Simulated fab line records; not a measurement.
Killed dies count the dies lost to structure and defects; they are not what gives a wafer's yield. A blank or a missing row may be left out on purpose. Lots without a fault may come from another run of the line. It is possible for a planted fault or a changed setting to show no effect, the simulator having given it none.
Which tool did it? / flow n5 finfet / 10 lots with 28 wafers sampled at 2 steps, on a route of 1938 steps

## WHAT EACH GAUGE READ, for each wafer
N5_BEOL_M2_CD_MEAS_28: target cd 26.2 nm, target cd y 24.1 nm.
lot=L689; measured=day 7 04:14; on=cd sem-01; cd nm (nm)=26.33 26.22 26.51
lot=L691; measured=day 7 13:53; on=cd sem-03; cd nm (nm)=26.13 26.27
lot=L692; measured=day 8 15:31; on=cd sem-02; cd nm (nm)=25.69 26.14 26.17
lot=L694; measured=day 8 22:59; on=cd sem-03; cd nm (nm)=26.07 26.10 25.92
lot=L695; measured=day 9 01:18; on=cd sem-01; cd nm (nm)=25.87 26.18 25.98
lot=L700; measured=day 9 18:53; on=cd sem-03; cd nm (nm)=26.30 26.48 25.87
lot=L701; measured=day 10 02:43; on=cd sem-02; cd nm (nm)=26.46 26.12 26.25
lot=L703; measured=day 10 23:12; on=cd sem-02; cd nm (nm)=26.25 26.37
lot=L710; measured=day 12 12:29; on=cd sem-02; cd nm (nm)=25.98 26.31 26.37
lot=L709; measured=day 12 16:17; on=cd sem-03; cd nm (nm)=26.20 26.70 26.63

## TOOL THAT RAN EACH LOT (tool first, then ch and the chambers of the sampled wafers, then the start)
lot=L689; N5_BEOL_M2_DESCUM_16=rie diel-02 ch 0,2, day 7 03:20
lot=L691; N5_BEOL_M2_DESCUM_16=rie diel-03 ch 1,2, day 7 12:50
lot=L692; N5_BEOL_M2_DESCUM_16=rie diel-06 ch 2,3, day 8 14:38
lot=L694; N5_BEOL_M2_DESCUM_16=rie diel-03 ch 2,3, day 8 22:14
lot=L695; N5_BEOL_M2_DESCUM_16=rie diel-06 ch 0,2,3, day 9 00:25
lot=L700; N5_BEOL_M2_DESCUM_16=rie diel-02 ch 0,1,2, day 9 18:08
lot=L701; N5_BEOL_M2_DESCUM_16=rie diel-06 ch 1,2,3, day 10 01:58
lot=L703; N5_BEOL_M2_DESCUM_16=rie diel-03 ch 0, day 10 22:27
lot=L710; N5_BEOL_M2_DESCUM_16=rie diel-06 ch 1,2, day 12 11:37
lot=L709; N5_BEOL_M2_DESCUM_16=rie diel-02 ch 0,1,3, day 12 15:24
- N5_BEOL_M2_DESCUM_16: chemistry O2, time 7 s.

## THE ANSWER, worked out from the rows above alone
Rule: the usual values come from the lots themselves. Put in order of their means at a reading, lots are off if they are a third of the lots or fewer, leave a main group of 4 or more, and stand apart from it by a gap of 3 or more times the standard deviation of the main group's means; of several such gaps the widest counts. Not used: any main group whose means are identical at the precision the tables above print for the reading. A lot without any number at a reading at which 4 lots or more have one is off too. Any other lot the step has rows for is counted as sound.
No lot is off on any of the readings shown, so nothing can be concluded from this.

## WHAT WAS PUT IN BY THE SIMULATOR
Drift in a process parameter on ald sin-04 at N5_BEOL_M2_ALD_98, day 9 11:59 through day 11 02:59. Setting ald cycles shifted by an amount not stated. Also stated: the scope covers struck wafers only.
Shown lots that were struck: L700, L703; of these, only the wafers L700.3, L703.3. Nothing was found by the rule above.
